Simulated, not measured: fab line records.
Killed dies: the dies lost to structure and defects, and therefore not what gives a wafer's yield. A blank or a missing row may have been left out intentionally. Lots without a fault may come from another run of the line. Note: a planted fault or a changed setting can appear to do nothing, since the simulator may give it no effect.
Struck lot and sound lot, side by side / flow n5_finfet / 32 steps out of a route of 1938
Sound: wafers L431.2, L431.3, L431.6. Struck: wafer L436.4 (left out: L436.1, L436.6 of the same lot, which were not struck); the cause appears at the end.
At each step with rows: each side's tool, then ch and its chambers, then its first start. Under that, the readings that differ: sound wafers / struck wafers / difference of the means / sigmas: that difference in standard deviations of wafers without a fault.
alike: words and numbers the same on both sides, and readings whose means are apart by under 2 such deviations; not compared: readings that were withheld, readings missing a value for some wafer, numbers with overlapping values and no deviation given by the record, and bounds like >300 which may hide the same value.
The two part at a step that has a row with sigmas, a row that says differs or no value, or rows on one side only. Numbers that don't overlap but have no deviation are shown without sigmas and don't part them. Lack of a reading on every wafer of one side parts them only where that side has two or more wafers.

first, 8 steps without rows for these wafers: N5_BEOL_M13_DESCUM_33 (chemistry O2, time 7.9 s); N5_BEOL_M13_ETCH_67 (etches SiARC in CF4, target depth 143 nm, time 238.3 s); N5_BEOL_M13_ETCH_68 (etches SOC in N2/H2, time 355 s); N5_BEOL_M13_STRIP_69 (strips in N2/H2); N5_BEOL_M13_TRENCH_ETCH_34 (etches SiOC in C4F8/O2/Ar, target depth 413.47 nm, time 162.6 s); N5_BEOL_M13_STRIP_70 (strips in C4F8/O2/Ar); N5_BEOL_M13_STRIP_37 (strips in N2/H2); N5_BEOL_M13_ETCH_38 (etches SiCN in CF4/N2, target depth 67.5 nm, time 71.9 s).
N5_BEOL_M13_PRECLEAN_39: cleans in residue remover, time 60 s.
  sound on wet_bench-02 ch 0,1,7, day 13 22:08; struck on wet_bench-02 ch 0,2,4, day 15 03:29
then, 22 steps without rows for these wafers: N5_BEOL_M13_SRD_40 (time 30 s, dry time 30 s); N5_BEOL_M13_DEGAS_41 (time 60 s); N5_BEOL_M13_PRE_CLEAN_42 (time 30 s); N5_BEOL_M13_SPUTTER_43 (material TaN, target thk 15 nm, time 24.19 s); N5_BEOL_M13_SPUTTER_44 (material Ta, target thk 10 nm, time 16.13 s); N5_BEOL_M13_SPUTTER_45 (material Cu, target thk 80 nm, time 13.33 s); N5_BEOL_M13_ECD_47 (material Cu, target thk 936 nm); N5_BEOL_M13_ANNEAL_48 (time 90 s); N5_BEOL_M13_CMP_49 (polishes, stops on SiOC, t overpolish 17.1 s, target thk 420 nm); N5_BEOL_M13_PRE_CLEAN_52 (time 15 s); N5_BEOL_M13_DEP_53 (deposits SiCN from 3MS/NH3, target thk 50 nm, time 17.8 s); N5_BEOL_M14_ILD_DEP_00 (deposits SiO2 from TEOS/O2, target thk 1119.3 nm, time 237.4 s); N5_BEOL_M14_COAT_58 (time 60 s, resist thk 89 nm); N5_BEOL_M14_COAT_04 (resist thk 800 nm); N5_BEOL_M14_EBR_06; N5_BEOL_M14_SOFTBAKE_05 (time 60 s); N5_BEOL_M14_EXPOSE_07 (exposes mask V13); N5_BEOL_M14_PEB_08 (peb time 90 s); N5_BEOL_M14_DEVELOP_09 (develop time 45 s); N5_BEOL_M14_HARDBAKE_14 (time 120 s); N5_BEOL_M14_DESCUM_15 (chemistry O2, time 7.9 s); N5_BEOL_M14_ETCH_59 (etches BARC in N2/H2, target depth 89 nm, overetch 26.7 nm, time 67.9 s).
N5_PASSIVATION_PROBE_49:
  struck on prober-01, day 16 07:16; sound on prober-02, day 15 10:26
reading=killed_at_M4_up; sound=13 17 15; struck=58; difference=+43; sigmas=+8
reading=killed_at_other; sound=8 9 7; struck=2; difference=-6; sigmas=-2
reading=killed_on_rim; sound=14 7 11; struck=26; difference=+15; sigmas=+4
  alike: defect_limited_yield, killed_at_M0_to_M3, killed_at_contacts, killed_at_front_end, killed_dies, killed_open, killed_short, sort_bin_5_function, sort_bin_6_memory, sort_n_pass, sort_yield_pct

WHERE THEY PART
Within this record, at N5_PASSIVATION_PROBE_49 only.

WHY: the cause the simulator had injected
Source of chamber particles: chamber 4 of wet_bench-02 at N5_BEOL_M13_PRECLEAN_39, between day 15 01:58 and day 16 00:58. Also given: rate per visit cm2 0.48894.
